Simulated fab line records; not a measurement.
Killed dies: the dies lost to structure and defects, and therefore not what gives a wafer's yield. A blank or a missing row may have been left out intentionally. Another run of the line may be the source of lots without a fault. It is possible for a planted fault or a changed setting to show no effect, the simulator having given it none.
Chamber matching ; flow nand-harc ; NHARC_A_STAIRCASE_CMP_152 on cmp-03 has 4 sister chambers
The step polishes. 7 wafers are shown with their chamber, then 7 later ones without.

WAFERS WITH THEIR CHAMBER
wafer;chamber;motor-current-A (A)
L083.2;1;11.9
L085.5;0;13.2
L086.1;3;10.9
L086.2;2;14.5
L086.5;0;12.7
L087.1;3;10.7
L087.2;2;15.0

WAFERS WITHOUT THEIR CHAMBER
wafer;motor-current-A (A)
L087.4;11.4
L090.1;11.8
L090.3;14.6
L090.6;12.8
L096.1;11.6
L096.2;11.5
L096.5;12.6

WHICH CHAMBER EACH WENT THROUGH
wafer;from the rows above;in truth
L087.4;can't be placed: 1 or 3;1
L090.1;1;1
L090.3;2;2
L090.6;0;0
L096.1;can't be placed: 1 or 3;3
L096.2;can't be placed: 1 or 3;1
L096.5;can't be placed: 0 or 1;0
Correctly placed: 3 of 7. Can't be placed from these rows: 4 (the true chamber is among the candidates in 4). Wrongly placed: 0.
How it was worked out, from the rows above alone: a wafer's distance from a chamber is the root of the sum, over the readings, of the square of ((its reading less the chamber's mean) divided by the reading's scatter). If the next closest chamber is less than 2 further off than the closest, the wafer can't be placed; otherwise it belongs to the closest. The mean given for a chamber averages the wafers shown for that chamber. The scatter is the square root of a quotient: the sum, over the shown wafers, of each reading's squared deviation from its chamber's mean, divided by wafers minus chambers.
